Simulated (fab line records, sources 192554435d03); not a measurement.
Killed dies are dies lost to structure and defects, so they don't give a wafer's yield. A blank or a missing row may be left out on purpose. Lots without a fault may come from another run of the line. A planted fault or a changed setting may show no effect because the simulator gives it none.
Chamber matching | flow n5_finfet | N5_HKMG_FIN_STRIP_93 on rie_diel-01: 4 sister chambers
The step strips SOC in N2/H2, time 20 s. 4 wafers are shown with their chamber, then 7 later ones without.

WAFERS WITH THEIR CHAMBER
wafer  | chamber | throttle_valve_pct (%)
L195.3 | 0       | 18.3
L195.6 | 1       | 18.5
L197.1 | 2       | 18.7
L197.2 | 3       | 18.6

WAFERS WITHOUT THEIR CHAMBER
wafer  | throttle_valve_pct (%)
L197.6 | 18.7
L208.1 | 18.7
L208.4 | 18.4
L208.5 | 18.8
L211.3 | 18.7
L211.5 | 18.4
L211.6 | 18.6

WHICH CHAMBER EACH WENT THROUGH
wafer  | from the rows above          | in truth
L197.6 | can't be placed: 2 or 3      | 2
L208.1 | can't be placed: 2 or 3      | 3
L208.4 | can't be placed: 0 or 1 or 3 | 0
L208.5 | can't be placed: 2 or 3      | 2
L211.3 | can't be placed: 2 or 3      | 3
L211.5 | can't be placed: 0 or 1 or 3 | 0
L211.6 | can't be placed: 3 or 2 or 1 | 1
Placed correctly: 0 of 7. Can't be placed from these rows: 7 (the true chamber is among the candidates in 7). Placed wrongly: 0.
How it was worked out, from the rows above alone: a wafer's distance from a chamber is the root of the sum, over the readings, of the square of ((its reading less the chamber's mean) divided by the reading's scatter). The wafer belongs to the nearest chamber; if the next one is less than 2 further off, it can't be placed. A chamber's mean is the mean of its shown wafers. The scatter: with one shown wafer a chamber, the root of the mean of the squares of how far each hidden wafer lies from its nearest shown one.
